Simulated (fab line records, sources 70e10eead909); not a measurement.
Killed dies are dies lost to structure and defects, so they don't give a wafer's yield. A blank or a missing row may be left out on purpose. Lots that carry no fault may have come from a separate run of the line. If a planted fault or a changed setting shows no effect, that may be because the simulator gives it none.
Matching of chambers | flow nandHarc | 4 sister chambers for NHARC_A_STAIRCASE_ALD_420 on aldHk-01
The step deposits SiO2, target thk 20 nm, pulse time 6 s, ald cycles 200. 8 wafers are shown with their chamber, then 9 later ones without.

== WAFERS PAIRED WITH THEIR CHAMBERS ==
wafer  | chamber | heaterPowerW (W) | heaterPowerOuterW (W)
L085.3 | 0       | 412              | 235
L084.1 | 2       | 592              | 343
L084.6 | 1       | 491              | 286
L089.5 | 3       | 503              | 289
L089.6 | 2       | 599              | 345
L088.1 | 0       | 417              | 238
L088.4 | 1       | 494              | 297
L088.6 | 3       | 495              | 287

== WAFERS WITH NO CHAMBER GIVEN ==
wafer  | heaterPowerW (W) | heaterPowerOuterW (W)
L091.1 | 593              | 336
L091.3 | 411              | 232
L091.4 | 506              | 287
L092.2 | 501              | 296
L092.3 | 502              | 299
L092.4 | 407              | 234
L094.1 | 585              | 335
L094.4 | 508              | 292
L094.6 | 409              | 235

== EACH ONE'S CHAMBER ==
wafer  | from the rows above     | in truth
L091.1 | 2                       | 2
L091.3 | 0                       | 0
L091.4 | can't be placed: 3 or 1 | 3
L092.2 | can't be placed: 3 or 1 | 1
L092.3 | can't be placed: 3 or 1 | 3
L092.4 | 0                       | 0
L094.1 | 2                       | 2
L094.4 | can't be placed: 3 or 1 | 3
L094.6 | 0                       | 0
Correctly placed: 5 of 9. Unplaceable from these rows: 4, with the true chamber sitting among the candidates in 4. Number placed wrongly: 0.
How it was worked out, from the rows above alone: a wafer's distance from a chamber is the root of the sum, over the readings, of the square of ((its reading less the chamber's mean) divided by the reading's scatter). If the next closest chamber is less than 2 further off than the closest, the wafer can't be placed; otherwise it belongs to the closest. A chamber's mean is the mean of its shown wafers. How the scatter is found: for the shown wafers, subtract from each reading the mean of its chamber, square and add these, divide the total by (wafers less chambers), then take the root.
